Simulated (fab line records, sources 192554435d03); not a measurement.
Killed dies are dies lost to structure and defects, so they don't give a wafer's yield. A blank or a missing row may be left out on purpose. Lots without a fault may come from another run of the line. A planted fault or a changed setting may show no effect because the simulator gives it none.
fab line records | flow n5_finfet
record lots=8 wafers=24 last_day=18
route steps=1938 shown BEOL_M4@1111 BEOL_M8@1374 PASSIVATION@1936
lots that met no fault: from a run of the same line without faults
start_h: hours from the record's first day to the start of the lot's first wafer shown | wait_h: hours since the lot's step before | " the same as in the row above | L1.1+2: a row that stands for several wafers | - no value, or no start given | * or withheld: withheld | < > ~ a bound
route shown NAME@n: a module of which the file shows steps, and the number in the route of the first | usual: mean/standard deviation of fault-free wafers | same: alike in all rows | chamber/n: place in a boat | sites: the reading at each site | _std_site: their standard deviation | _edge_site: outer sites' mean less inner sites' | radius_mm: how far each site lies from the wafer's centre | mask NAME#n: copy n | behind: the tool/chamber that last shaped the wafer | hold: why the lot was held/for how many hours/how that ended | device: the transistor (n, p or np) that didn't switch | end of line: the same wafers' tests at the end of the route | a step without rows: its recipe alone | killed: dies lost to structure and defects at the first sort, not the wafer's yield | map: a wafer's dies, x killed, . not, _ none there
set.NAME: the setting as run; set.NAME@STEP: as run at that earlier step | model.NAME: the simulator's own value behind a step, which no gauge read
steps of the route over a sample of lots; a table a step, a row a wafer
services: from which hour (start_h, from the record's first day; less than 0 if before it) a tool's chamber was out of use, for how many hours, and why
## steps
# step N5_BEOL_M4_RC_MEAS_101
# usual DIBL_N=35.9/1.4 DIBL_P=35.9/1.7 IOFF_N=0.155/0.023 IOFF_P=0.201/0.029 ION_N=672/8.8 ION_P=460/7 SS_N=71.6/0.48 SS_P=73.1/0.64 VT_N=250.0/3 VT_P=-251.6/3
# columns lot.wafer tool chamber start_h wait_h DIBL_N[mV/V] DIBL_P[mV/V] IOFF_N[nA/um] IOFF_P[nA/um] ION_N[uA/um] ION_P[uA/um] SS_N[mV/dec] SS_P[mV/dec] VT_N[mV] VT_P[mV]
L696.1 prober-02 0 194.31 0.0 36.2 35.5 0.143 0.188 669 458 71.7 72.4 251.5 -255.1
L696.3 " 0 " " 37.7 36.6 0.163 0.202 666 456 72.1 73.5 251.0 -252.9
L696.6 " 0 " " 35.9 35.5 0.145 0.190 674 462 71.3 72.6 250.1 -252.0
L705.1 prober-02 0 245.48 0.0 36.2 34.6 0.138 0.180 671 461 70.9 72.2 249.2 -253.5
L705.2 " 0 " " 35.2 33.5 0.123 0.166 666 453 70.5 72.1 253.1 -256.0
L705.3 " 0 " " 37.1 35.2 0.146 0.188 672 462 71.4 72.7 251.4 -252.9
L704.2 prober-01 0 248.54 0.2 33.6 36.2 0.151 0.208 674 467 71.8 72.9 248.0 -249.2
L704.4 " 0 " " 34.7 37.1 0.157 0.220 673 465 71.6 74.4 249.8 -249.0
L704.6 " 0 " " 33.2 35.7 0.140 0.197 665 463 71.6 73.1 250.3 -251.5
L706.1 prober-02 0 248.88 0.0 36.8 35.0 0.145 0.215 666 462 71.4 72.6 251.2 -248.6
L706.2 " 0 " " 36.6 35.1 0.154 0.227 675 469 71.7 73.5 250.8 -249.7
L706.6 " 0 " " 38.6 36.8 0.183 0.245 684 464 71.6 74.0 248.2 -249.9
L707.1 prober-01 0 252.05 0.0 36.9 36.8 0.183 0.244 684 467 72.1 74.0 246.3 -249.6
L707.4 " 0 " " 37.7 37.6 0.198 0.260 671 463 72.6 73.6 244.0 -246.0
L707.6 " 0 " " 36.5 35.2 0.170 0.227 670 461 72.4 73.7 248.2 -249.3
L709.3 prober-01 0 269.49 0.3 38.6 36.4 0.165 0.210 677 464 71.7 73.7 249.1 -251.6
L709.4 " 0 " " 39.0 37.3 0.177 0.217 675 457 71.8 74.6 250.3 -251.7
L709.5 " 0 " " 37.4 35.3 0.144 0.196 675 458 71.4 73.4 247.9 -251.1
L713.1 prober-02 0 286.47 0.0 39.1 39.8 0.211 0.260 682 462 72.3 74.4 243.3 -250.6
L713.3 " 0 " " 38.5 39.4 0.195 0.250 685 464 72.4 73.7 248.6 -249.5
L713.4 " 0 " " 37.6 38.0 0.187 0.231 686 469 71.8 73.0 243.6 -249.3
L716.2 prober-02 0 311.64 0.2 35.6 34.0 0.141 0.186 649 448 71.7 72.6 255.4 -253.7
L716.3 " 0 " " 34.9 34.2 0.131 0.198 668 462 71.1 73.4 250.9 -251.9
L716.4 " 0 " " 33.5 32.8 0.113 0.168 654 454 71.0 72.6 256.9 -252.6
# step N5_BEOL_M8_VIA_ETCH_34
# recipe chemistry=C4F6/O2 target=SiCOH_lowk target_depth_a=1255 mask_material=SOC taper_deg=4 time_s=50.5 ion_energy_ev=250 pressure_mtorr=30 source_w=345 bias_w=185 Ar_flow_sccm=300 C4F6_flow_sccm=10 O2_flow_sccm=10
# usual drypump_motor_current_A=5.7/0.49 oes_product_au=0.79/0.084 rf_vpp_V=670/7 showerhead_plenum_p_Torr=2.88/0.1 throttle_valve_pct=20.86/0.24
# columns lot.wafer tool chamber start_h wait_h drypump_motor_current_A oes_product_au rf_hours_counter_h rf_vpp_V showerhead_plenum_p_Torr throttle_valve_pct
L696.1 rie_diel-06 0 237.06 0.0 5.8 0.67 247 654 2.79 21.23
L696.3 " 1 " " 5.9 0.94 21 675 3.02 21.12
L696.6 " 2 " " 5.1 0.71 - 666 2.71 21.21
L705.1 rie_diel-02 0 280.51 0.0 6.4 0.72 211 670 2.82 20.74
L705.2 " 2 " " 5.9 0.70 229 678 2.92 20.82
L705.3 " 3 " " 5.8 0.92 15 669 2.79 20.57
L704.2 rie_diel-02 3 287.49 0.0 5.7 0.90 17 671 2.79 20.58
L704.4 " 1 " " 6.6 0.77 118 669 2.96 20.59
L704.6 " 2 " " 5.9 0.68 - 679 2.92 20.82
L706.1 rie_diel-05 1 287.82 0.0 5.2 0.79 113 682 2.86 21.17
L706.2 " 0 " " 5.9 0.85 64 661 2.77 20.54
L706.6 " 0 " " 5.9 0.85 - 661 2.77 20.54
L707.1 rie_diel-06 0 288.09 0.0 5.9 0.93 7 655 2.79 20.88
L707.4 " 2 " " 5.1 0.69 229 665 2.70 21.26
L707.6 " 1 " " 5.9 0.89 - 674 3.01 21.15
L709.3 rie_diel-05 2 306.38 0.0 5.5 0.83 57 670 3.00 20.78
L709.4 " 3 " " 4.8 0.66 - 671 2.92 20.98
L709.5 " 1 " " 5.2 0.78 - 683 2.86 21.19
L713.1 rie_diel-02 3 325.63 0.0 5.8 0.89 32 669 2.78 20.60
L713.3 " 1 " " 6.5 0.77 131 669 2.96 20.61
L713.4 " 2 " " 5.9 0.69 246 678 2.91 20.86
L716.2 rie_diel-02 3 349.74 0.0 5.8 0.87 42 670 2.78 20.61
L716.3 " 1 " " 6.5 0.76 141 668 2.95 20.63
L716.4 " 3 " " 5.8 0.88 - 669 2.78 20.61
# step N5_BEOL_M8_CURE_75
# recipe temp_c=370 time_s=120 ambient=DMADMS/He material=SiCOH_lowk
# usual lamp_power_pct=52.31/0.058 wafer_temp_C_max=371.3/0.48
# columns lot.wafer tool chamber start_h wait_h lamp_power_pct wafer_temp_C_max
L696.1 uv_cure-02 1 237.60 0.1 52.37 371.4
L696.3 " 1 " " 52.30 371.1
L696.6 " 1 " " 52.22 370.7
L705.1 uv_cure-02 0 281.17 0.3 52.29 371.2
L705.2 " 0 " " 52.33 371.1
L705.3 " 0 " " 52.28 371.0
L704.2 uv_cure-01 2 288.01 0.1 52.26 372.3
L704.4 " 2 " " 52.30 371.6
L704.6 " 2 " " 52.29 370.9
L706.1 uv_cure-01 2 288.74 0.5 52.27 370.8
L706.2 " 2 " " 52.30 370.9
L706.6 " 2 " " 52.26 370.9
L707.1 uv_cure-01 1 289.82 1.3 52.36 371.1
L707.4 " 1 " " 52.27 371.5
L707.6 " 1 " " 52.31 371.0
L709.3 uv_cure-01 0 307.14 0.3 52.35 372.7
L709.4 " 0 " " 52.34 371.7
L709.5 " 0 " " 52.30 372.2
L713.1 uv_cure-01 2 326.08 0.0 52.29 371.6
L713.3 " 2 " " 52.18 371.3
L713.4 " 2 " " 52.28 371.7
L716.2 uv_cure-01 1 350.24 0.1 52.41 371.4
L716.3 " 1 " " 52.31 371.0
L716.4 " 1 " " 52.33 371.2
# step N5_BEOL_M8_SURFACE_TREAT_79
# recipe gas=Ar time_s=* ion_energy_ev=* ion_current_ma_cm2=0.5 pressure_mtorr=* ar_flow_sccm=30
# usual throttle_valve_pct=*
# columns lot.wafer tool chamber start_h wait_h throttle_valve_pct
L696.1 pvd_sputter-01 - 238.35 0.2 *
L696.3 " - " " *
L696.6 " - " " *
L705.1 pvd_sputter-02 - 282.21 0.2 *
L705.2 " - " " *
L705.3 " - " " *
L704.2 pvd_sputter-01 - 289.43 0.3 *
L704.4 " - " " *
L704.6 " - " " *
L706.1 pvd_sputter-01 - 289.77 0.2 *
L706.2 " - " " *
L706.6 " - " " *
L707.1 pvd_sputter-01 - 290.77 0.3 *
L707.4 " - " " *
L707.6 " - " " *
L709.3 pvd_sputter-02 - 308.21 0.2 *
L709.4 " - " " *
L709.5 " - " " *
L713.1 pvd_sputter-02 - 328.12 0.8 *
L713.3 " - " " *
L713.4 " - " " *
L716.2 pvd_sputter-01 - 351.33 0.2 *
L716.3 " - " " *
L716.4 " - " " *
# step N5_BEOL_M8_CMP_52
# recipe stop_on=SiCOH_lowk t_overpolish_s=6.9 down_force_psi=1 platen_rpm=50 clearing_platen_down_force_psi=1.5 clearing_platen_rpm=50 post_cmp_clean=cu_alkaline target_thk_nm=80 clearing_platen_pad_velocity_m_s=0.99484 pad_velocity_m_s=0.99484
# usual barrier_field_endpoint_s=29.0/0.78 clearing_platen_down_force_psi=1.5001/0.0028 motor_current_A=5.9/0.49 overpolish_run_s=6.900/0.0089 time_to_endpoint_s=63.3/2.9
# columns lot.wafer tool chamber start_h wait_h barrier_field_endpoint_s clearing_platen_down_force_psi motor_current_A overpolish_run_s time_to_endpoint_s
L696.1 cmp-03 1 239.41 0.3 28.9 1.4993 6.3 6.899 66.1
L696.3 " 2 " " 29.4 1.5004 5.9 6.898 67.5
L696.6 " 0 " " 28.9 1.5004 6.3 6.907 64.3
L705.3 cmp-01 1 283.00 0.2 28.3 1.5031 5.3 6.903 67.6
L705.2 " 2 " " 28.5 1.4997 5.1 6.912 65.6
L705.1 " 3 " " 28.5 1.4978 5.7 6.898 63.1
L704.4 cmp-01 0 290.23 0.2 - - - - -
L704.2 " 1 " " - - - - -
L704.6 " 0 " " - - - - -
L706.2 cmp-01 2 290.87 0.2 - - - - -
L706.1 " 0 " " - - - - -
L706.6 " 3 " " - - - - -
L707.1 cmp-03 0 291.58 0.3 - - - - -
L707.4 " 1 " " - - - - -
L707.6 " 3 " " - - - - -
L709.4 cmp-01 0 309.41 0.1 28.8 1.4964 6.3 6.900 62.1
L709.3 " 3 " " 28.3 1.4988 5.6 6.907 55.3
L709.5 " 0 " " 27.8 1.4946 6.2 6.877 58.8
L713.4 cmp-01 2 329.01 0.1 29.9 1.4989 4.9 6.914 58.9
L713.3 " 0 " " 29.9 1.5027 6.4 6.897 62.1
L713.1 " 1 " " 29.9 1.5058 5.2 6.893 64.4
L716.2 cmp-03 2 352.15 0.2 29.6 1.4995 5.6 6.906 65.3
L716.3 " 3 " " 28.4 1.5023 6.8 6.890 58.0
L716.4 " 1 " " 29.4 1.4959 6.0 6.884 65.5
# step N5_BEOL_M8_THK_MEAS_53
# recipe thk_meas_gauge=xrf reads=Cu_of_BEOL_M8_ECD_50
# usual M8_THK=78.6/1.9
# columns lot.wafer tool chamber start_h wait_h M8_THK[nm]
L696.1 film_metro-01 - 239.70 - 79.7
L696.3 " - " " 82.5
L696.6 " - " " 80.3
L705.1 film_metro-02 - 283.29 - 78.2
L705.2 " - " " 76.7
L705.3 " - " " 78.2
L704.2 film_metro-01 - 290.49 0.2 296.2
L704.4 " - " " 295.5
L704.6 " - " " 294.9
L706.1 film_metro-02 - 291.16 0.2 294.2
L706.2 " - " " 292.0
L706.6 " - " " 293.9
L707.1 film_metro-02 - 291.84 0.2 293.7
L707.4 " - " " 295.1
L707.6 " - " " 295.1
L709.3 film_metro-01 - 309.70 - 77.2
L709.4 " - " " 74.5
L709.5 " - " " 76.2
L713.1 film_metro-02 - 329.30 - 79.4
L713.3 " - " " 78.6
L713.4 " - " " 75.9
L716.2 film_metro-01 - 352.45 - 80.2
L716.3 " - " " 78.2
L716.4 " - " " 79.4
# step N5_BEOL_M8_RS_MEAS_57
# recipe thk_meas_gauge=four-point-probe reads=Cu_of_BEOL_M8_ECD_50+Co_of_BEOL_M8_CVD_78+TaN_of_BEOL_M8_ALD_77
# usual M8_RS=0.288/0.0082
# columns lot.wafer tool chamber start_h wait_h M8_RS[ohm/sq]
L696.1 film_metro-01 - 239.84 0.1 0.286
L696.3 " - " " 0.273
L696.6 " - " " 0.281
L705.1 film_metro-01 - 283.42 0.1 0.291
L705.2 " - " " 0.297
L705.3 " - " " 0.288
L704.2 film_metro-02 - 290.62 0.1 0.063
L704.4 " - " " 0.064
L704.6 " - " " 0.064
L706.1 film_metro-01 - 291.30 0.1 0.065
L706.2 " - " " 0.065
L706.6 " - " " 0.064
L707.1 film_metro-02 - 291.97 0.1 0.065
L707.4 " - " " 0.064
L707.6 " - " " 0.065
L709.3 film_metro-02 - 309.83 0.1 0.296
L709.4 " - " " 0.307
L709.5 " - " " 0.300
L713.1 film_metro-01 - 329.43 0.1 0.287
L713.3 " - " " 0.289
L713.4 " - " " 0.299
L716.2 film_metro-01 - 352.58 0.1 0.282
L716.3 " - " " 0.290
L716.4 " - " " 0.284
# step N5_BEOL_M8_INSPECT_58
# recipe inspect_instrument=darkfield mode=post_dep
# usual raw_defect_count=66/23
# columns lot.wafer tool chamber start_h wait_h raw_defect_count
L696.1 defect_inspect-01 - 239.86 0.0 28
L696.3 " - " " 46
L696.6 " - " " 50
L705.1 defect_inspect-01 - 283.45 0.0 66
L705.2 " - " " 85
L705.3 " - " " 71
L704.2 defect_inspect-01 - 290.64 0.0 1171
L704.4 " - " " 1215
L704.6 " - " " 1182
L706.1 defect_inspect-02 - 291.32 0.0 1159
L706.2 " - " " 1095
L706.6 " - " " 1119
L707.1 defect_inspect-01 - 292.00 0.0 1105
L707.4 " - " " 1138
L707.6 " - " " 1189
L709.3 defect_inspect-01 - 309.86 0.0 57
L709.4 " - " " 58
L709.5 " - " " 64
L713.1 defect_inspect-01 - 329.46 0.0 50
L713.3 " - " " 61
L713.4 " - " " 51
L716.2 defect_inspect-02 - 352.61 0.0 84
L716.3 " - " " 22
L716.4 " - " " 39
# step N5_PASSIVATION_PROBE_49
# usual defect_limited_yield=91.7/1.5 killed_at_M0_to_M3=30/8.6 killed_at_M4_up=12/4.5 killed_at_contacts=13/5.8 killed_at_front_end=38/11 killed_at_other=4/3 killed_dies=97/17 killed_on_rim=13/3.6 killed_open=63/12 killed_short=32/8.8 sort_bin_5_function=4.8/0.91 sort_bin_6_memory=3.1/0.68 sort_n_pass=1083/17 sort_yield_pct=91.7/1.5
# same gross_dies=1180 killed_at_back_side=0 sort_bin_4_leakage[%]=0 sort_bin_8_speed[%]=0
# columns lot.wafer tool chamber start_h wait_h defect_limited_yield[%] killed_at_M0_to_M3 killed_at_M4_up killed_at_contacts killed_at_front_end killed_at_other killed_dies killed_on_rim killed_open killed_short sort_bin_5_function[%] sort_bin_6_memory[%] sort_n_pass sort_yield_pct[%]
L704.2 prober-02 - 357.05 0.1 0 19 1115 15 29 2 1180 152 60 21 3.7 3.1 0 0
L704.4 prober-02 - 357.15 0.2 0 21 1102 7 43 7 1180 152 54 32 4.5 2.7 0 0
L704.6 prober-02 - 357.25 0.3 0 17 1113 18 30 2 1180 152 56 22 3.7 2.9 0 0
L707.1 prober-01 - 357.49 0.0 0 45 1069 15 47 4 1180 152 71 49 6.4 3.3 0 0
L707.4 prober-01 - 357.64 0.2 0 21 1105 11 41 2 1180 152 55 43 5.4 2.5 0 0
L707.6 prober-01 - 357.74 0.3 0 28 1085 19 39 9 1180 152 78 35 5.5 3.8 0 0
L706.1 prober-02 - 363.43 0.0 0 22 1134 10 12 2 1180 152 40 16 2.5 2.1 0 0
L706.2 prober-02 - 363.48 0.1 0 27 1126 2 24 1 1180 152 39 21 3.6 1.6 0 0
L706.6 prober-02 - 363.68 0.3 0 15 1121 16 26 2 1180 152 49 15 3.2 1.9 0 0
L709.3 prober-01 - 373.49 0.1 92.4 18 11 15 43 3 90 13 63 27 4.7 2.6 1090 92.4
L709.4 prober-01 - 373.54 0.2 93.6 22 18 8 25 3 76 11 63 13 3.8 2.6 1104 93.6
L709.5 prober-01 - 373.59 0.2 93.2 19 21 13 23 4 80 14 53 27 3.6 3.1 1100 93.2
# killed by level:class
L704.2 BEOL_M8:area_cmp=1099 MOL_CONTACT_COAG:geometric_particle:open=13 DUMMY_GATE:geometric_particle:open=11 BEOL_M4:geometric_particle:open=6 BEOL_M2:geometric_particle:open=5 DUMMY_GATE:geometric_particle:short=4 BEOL_M0:geometric_particle:open=4 STI_FIN_REVEAL:geometric_particle:open=3
L704.4 BEOL_M8:area_cmp=1093 STI_FIN_REVEAL:geometric_particle:open=11 FIN_SAQP:geometric_particle:short=9 MOL_CONTACT_COAG:geometric_particle:open=6 FIN_SAQP:geometric_particle:open=5 BEOL_M0_SAQP:geometric_particle:short=5 STI_FIN_REVEAL:geometric_particle:short=4 BEOL_M0:geometric_particle:open=4
L704.6 BEOL_M8:area_cmp=1101 MOL_CONTACT_COAG:geometric_particle:open=15 FIN_SAQP:geometric_particle:open=6 STI_FIN_REVEAL:geometric_particle:open=5 BEOL_M2:geometric_particle:open=4 BEOL_M0:geometric_particle:open=4 BEOL_M4:geometric_particle:short=4 DUMMY_GATE:geometric_particle:open=3
L707.1 BEOL_M8:area_cmp=1060 BEOL_M0_SAQP:geometric_particle:open=16 FIN_SAQP:geometric_particle:short=14 STI_FIN_REVEAL:geometric_particle:open=12 MOL_CONTACT_COAG:geometric_particle:open=8 BEOL_M0_SAQP:geometric_particle:short=7 MOL_CONTACT_COAG:geometric_particle:short=7 FIN_SAQP:geometric_particle:open=6
L707.4 BEOL_M8:area_cmp=1081 FIN_SAQP:geometric_particle:short=18 MOL_CONTACT_COAG:geometric_particle:open=10 FIN_SAQP:geometric_particle:open=9 BEOL_M4:geometric_particle:short=8 BEOL_M2:geometric_particle:open=6 BEOL_M4:geometric_particle:open=6 BEOL_M5:geometric_particle:open=5
L707.6 BEOL_M8:area_cmp=1067 FIN_SAQP:geometric_particle:open=22 MOL_CONTACT_COAG:geometric_particle:open=15 FIN_SAQP:geometric_particle:short=7 BEOL_M1:geometric_particle:open=7 BEOL_M4:geometric_particle:short=6 BEOL_M0_SAQP:geometric_particle:open=5 MOL_CONTACT_COAG:geometric_particle:short=4
L706.1 BEOL_M8:area_cmp=1124 BEOL_M3:geometric_particle:open=9 MOL_CONTACT_COAG:geometric_particle:open=8 GATE_CUT:geometric_particle:short=5 BEOL_M6:geometric_particle:open=5 BEOL_M0_SAQP:geometric_particle:short=4 BEOL_M1:geometric_particle:open=4 BEOL_M0_SAQP:geometric_particle:open=3
L706.2 BEOL_M8:area_cmp=1118 BEOL_M0_SAQP:geometric_particle:short=8 STI_FIN_REVEAL:geometric_particle:open=5 BEOL_M3:geometric_particle:open=5 FIN_SAQP:geometric_particle:open=4 BEOL_M1:geometric_particle:open=4 BEOL_M6:geometric_particle:open=4 BEOL_M1:geometric_particle:short=3
L706.6 BEOL_M8:area_cmp=1115 MOL_CONTACT_COAG:geometric_particle:open=13 FIN_SAQP:geometric_particle:open=5 STI_FIN_REVEAL:geometric_particle:open=5 BEOL_M1:geometric_particle:open=4 STARTING-WAFER:geometric_particle:open=4 MOL_CONTACT_COAG:geometric_particle:short=3 BEOL_M0_SAQP:geometric_particle:open=3
L709.3 MOL_CONTACT_COAG:geometric_particle:open=13 FIN_SAQP:geometric_particle:open=11 FIN_SAQP:geometric_particle:short=9 STARTING-WAFER:geometric_particle:open=5 STI_FIN_REVEAL:geometric_particle:open=4 DUMMY_GATE:geometric_particle:open=4 BEOL_M4:geometric_particle:open=4 ILD0:geometric_particle:short=3
L709.4 STI_FIN_REVEAL:geometric_particle:open=15 BEOL_M3:geometric_particle:open=7 MOL_CONTACT_COAG:geometric_particle:open=6 FIN_SAQP:geometric_particle:open=5 BEOL_M1:geometric_particle:open=5 BEOL_M4:geometric_particle:open=5 BEOL_M8:geometric_particle:open=5 BEOL_M0_SAQP:geometric_particle:short=4
L709.5 BEOL_M4:geometric_particle:open=12 MOL_CONTACT_COAG:geometric_particle:open=10 STI_FIN_REVEAL:geometric_particle:open=6 BEOL_M0_SAQP:geometric_particle:short=6 FIN_SAQP:geometric_particle:open=4 BEOL_M1:geometric_particle:open=4 FIN_SAQP:geometric_particle:short=3 MOL_CONTACT_COAG:geometric_particle:short=3
## services
# columns tool chamber start_h hours kind
uv_cure-01 - 216.77 2.1 pm
rie_diel-02 3 221.54 - clean
rie_diel-02 3 221.54 - consumable_replace:focus_ring
cmp-01 - 236.01 1.9 repair
cmp-01 - 246.46 1.2 repair
rie_diel-06 0 247.37 - clean
rie_diel-06 0 247.37 - consumable_replace:focus_ring
rie_diel-06 0 247.37 23.0 scheduled_down
cmp-01 - 250.04 15.5 pm
cmp-03 - 252.05 1.9 repair
cmp-01 - 303.96 3.1 repair
rie_diel-05 0 304.59 5.7 repair
cmp-03 - 308.01 3.7 pm
rie_diel-06 3 310.47 18.0 repair
cmp-03 - 314.98 1.8 repair
cmp-01 - 316.49 4.0 pm
cmp-01 - 320.49 - consumable_replace:conditioner
cmp-01 - 320.49 - consumable_replace:pad
cmp-01 - 325.97 1.0 repair
rie_diel-02 2 339.53 - clean
rie_diel-02 2 339.53 - consumable_replace:focus_ring
rie_diel-02 2 339.53 21.4 scheduled_down
rie_diel-02 2 339.53 21.4 vent_cycle
cmp-03 - 340.49 1.3 repair
## key
first_sign step=N5_BEOL_M8_CMP_52 reading=tool_record direction=missing
effect step=N5_BEOL_M8_THK_MEAS_53 reading=M8_THK direction=up sigmas=99+ usual=78.6 struck=294.5
effect step=N5_BEOL_M8_RS_MEAS_57 reading=M8_RS direction=down sigmas=27 usual=0.288 struck=0.064
effect step=N5_BEOL_M8_INSPECT_58 reading=raw_defect_count direction=up sigmas=48 usual=66 struck=1153
effect step=N5_PASSIVATION_PROBE_49 reading=killed_at_M4_up direction=up sigmas=99+ usual=12 struck=1108
more_kills_born_at N5_BEOL_M8_CMP_52@cmp-01=6650 N5_BEOL_M8_CMP_52@cmp-03=3208
met_at N5_BEOL_M8_CMP_52
struck_lots L704,L706,L707
later_rows_left_out L704.2,L704.4,L704.6,L706.1,L706.2,L706.6,L707.1,L707.4,L707.6
not_acting_at N5_BEOL_M8_VIA_ETCH_34,N5_BEOL_M8_CURE_75,N5_BEOL_M8_SURFACE_TREAT_79
onset_between 283.00 290.23
fault kind=skipped_step_whole tool=cmp-01,cmp-03 chamber=- onset_h=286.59 steps=N5_BEOL_M8_CMP_52 scope=struck_lots_only
# later_rows_left_out: the simulator's readings of these wafers behind a module that went badly wrong aren't trusted and aren't shown, but for the sort
